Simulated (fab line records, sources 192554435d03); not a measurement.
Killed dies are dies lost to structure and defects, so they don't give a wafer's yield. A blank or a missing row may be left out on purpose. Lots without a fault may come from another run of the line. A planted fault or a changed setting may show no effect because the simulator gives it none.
Split-lot experiment | flow n5_finfet | 7 lots, 39 wafers read, on a route of 1938 steps

THE SPLIT
At N5_GATE_CUT_ETCH_58 (etches SiNx in CH3F/O2, target depth 17 nm, time 128.6 s), the setting bias_w was moved away from the recipe's 21 W on 9 of the 39 wafers read, by -15.0% to +13.6%. The other wafers ran this setting at the recipe's value.

The reading is taken at the split's own step.

THE READING
rf_vpp_V, in V, at N5_GATE_CUT_ETCH_58 (etches SiNx in CH3F/O2, target depth 17 nm, time 128.6 s). Fault-free wafers of this fab line usually give 99.0 V, standard deviation 0.95 V.

wafer  | tool, chamber at the split | bias_w as run, W | against the recipe | rf_vpp_V, V | against lot-mates on the recipe
L074.1 | rie_diel-06, 3             | 21               | recipe             | 99.4        | -
L074.2 | rie_diel-06, 0             | 21               | recipe             | 99.8        | -
L074.3 | rie_diel-06, 2             | 21               | recipe             | 98.6        | -
L074.4 | rie_diel-06, 1             | 21               | recipe             | 98.3        | -
L074.5 | rie_diel-06, 0             | 21               | recipe             | 99.3        | -
L074.6 | rie_diel-06, 1             | 21               | recipe             | 97.7        | -
L077.1 | rie_diel-05, 1             | 21               | recipe             | 98.4        | -
L077.2 | rie_diel-05, 0             | 21               | recipe             | 100.4       | -
L077.3 | rie_diel-05, 2             | 21               | recipe             | 98.5        | -
L077.4 | rie_diel-05, 3             | 21               | recipe             | 98.2        | -
L077.5 | rie_diel-05, 3             | 21               | recipe             | 97.4        | -
L077.6 | rie_diel-05, 0             | 21               | recipe             | 98.7        | -
L081.2 | rie_diel-02, 2             | 21               | recipe             | 98.2        | -
L081.3 | rie_diel-02, 3             | 21               | recipe             | 98.6        | -
L081.4 | rie_diel-02, 0             | 21               | recipe             | 99.4        | -
L089.1 | rie_diel-02, 2             | 19.05            | -9.3%              | 93.2        | -5.9
L089.2 | rie_diel-02, 3             | 21               | recipe             | 100.3       | -
L089.3 | rie_diel-02, 1             | 19.05            | -9.3%              | 92.8        | -6.3
L089.4 | rie_diel-02, 0             | 21               | recipe             | 98.6        | -
L089.5 | rie_diel-02, 2             | 19.05            | -9.3%              | 92.6        | -6.5
L089.6 | rie_diel-02, 3             | 21               | recipe             | 98.5        | -
L090.1 | rie_diel-06, 2             | 21               | recipe             | 99.8        | -
L090.2 | rie_diel-06, 1             | 21               | recipe             | 99.4        | -
L090.3 | rie_diel-06, 0             | 21               | recipe             | 99.3        | -
L090.4 | rie_diel-06, 3             | 21               | recipe             | 99.8        | -
L090.5 | rie_diel-06, 1             | 21               | recipe             | 97.4        | -
L090.6 | rie_diel-06, 0             | 21               | recipe             | 101.0       | -
L091.1 | rie_diel-02, 3             | 17.84            | -15.0%             | 89.7        | -10.1
L091.2 | rie_diel-02, 0             | 17.84            | -15.0%             | 90.1        | -9.7
L091.3 | rie_diel-02, 2             | 21               | recipe             | 98.0        | -
L091.4 | rie_diel-02, 1             | 21               | recipe             | 100.9       | -
L091.5 | rie_diel-02, 0             | 17.84            | -15.0%             | 88.9        | -10.9
L091.6 | rie_diel-02, 1             | 21               | recipe             | 100.6       | -
L096.1 | rie_diel-05, 3             | 23.85            | +13.6%             | 106.4       | +6.8
L096.2 | rie_diel-05, 1             | 21               | recipe             | 99.5        | -
L096.3 | rie_diel-05, 0             | 21               | recipe             | 99.5        | -
L096.4 | rie_diel-05, 2             | 23.85            | +13.6%             | 108.5       | +8.9
L096.5 | rie_diel-05, 0             | 21               | recipe             | 99.8        | -
L096.6 | rie_diel-05, 3             | 23.85            | +13.6%             | 107.2       | +7.6

THE FIT
A straight line over all 39 wafers: rf_vpp_V changes by +0.63 V for each +1% of bias_w; r = +0.97; the points scatter about the line by 0.93 V.
The same after taking each lot's own level away (the mean of its wafers on the recipe; 39 wafers): +0.637 V for each +1%; r = +0.98; scatter 0.89 V.
On that fit, the largest move of bias_w shifts the reading by 9.6 V.
The lots' own levels span 98.60 to 99.83 V, that is 1.3 times the standard deviation above.
So the lot-to-lot level changes the slope little: the two slopes agree.
Check: with one of the wafers moved furthest among these (-15.0%) left out of the fit, the line predicts -9.65 V for it against its lot-mates. It came out at -10.1 V against them.
Tool readings at the split's step, against how far the setting was moved: rf_vpp_V r = +0.97.

OTHER SPLITS ON THESE WAFERS
These wafers also went through other splits before the reading. Each is held against what the fit with the lots' levels taken away leaves over:
other split on the same wafers    | wafers away from the commonest value | r with rf_vpp_V (lot level and that fit taken away)
N5_WELL_APT_EXPOSE_22 dose_mj     | 15                                   | +0.34
N5_FIN_CUT_CUT_ETCH_26 time_s     | 15                                   | -0.01
N5_DUMMY_GATE_CVD_03 target_thk_a | 30                                   | +0.11

THE WHOLE CHAIN: every reading that the file lists as answering this split, in the file's order
step                | what it does                                             | reading                                                        | change (the file's fit)                | r (the file's)
N5_GATE_CUT_ETCH_58 | etches SiNx in CH3F/O2, target depth 17 nm, time 128.6 s | rf_vpp_V                                                       | +0.64 V for each +1% of the setting    | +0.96
N5_GATE_CUT_ETCH_58 | etches SiNx in CH3F/O2, target depth 17 nm, time 128.6 s | etch.depth_nm (the simulator's own value, which no gauge read) | +0.0728 nm for each +1% of the setting | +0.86

THE FILE'S OWN FIT
rf_vpp_V changes by +0.64 V for each +1% of bias_w, r = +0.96.
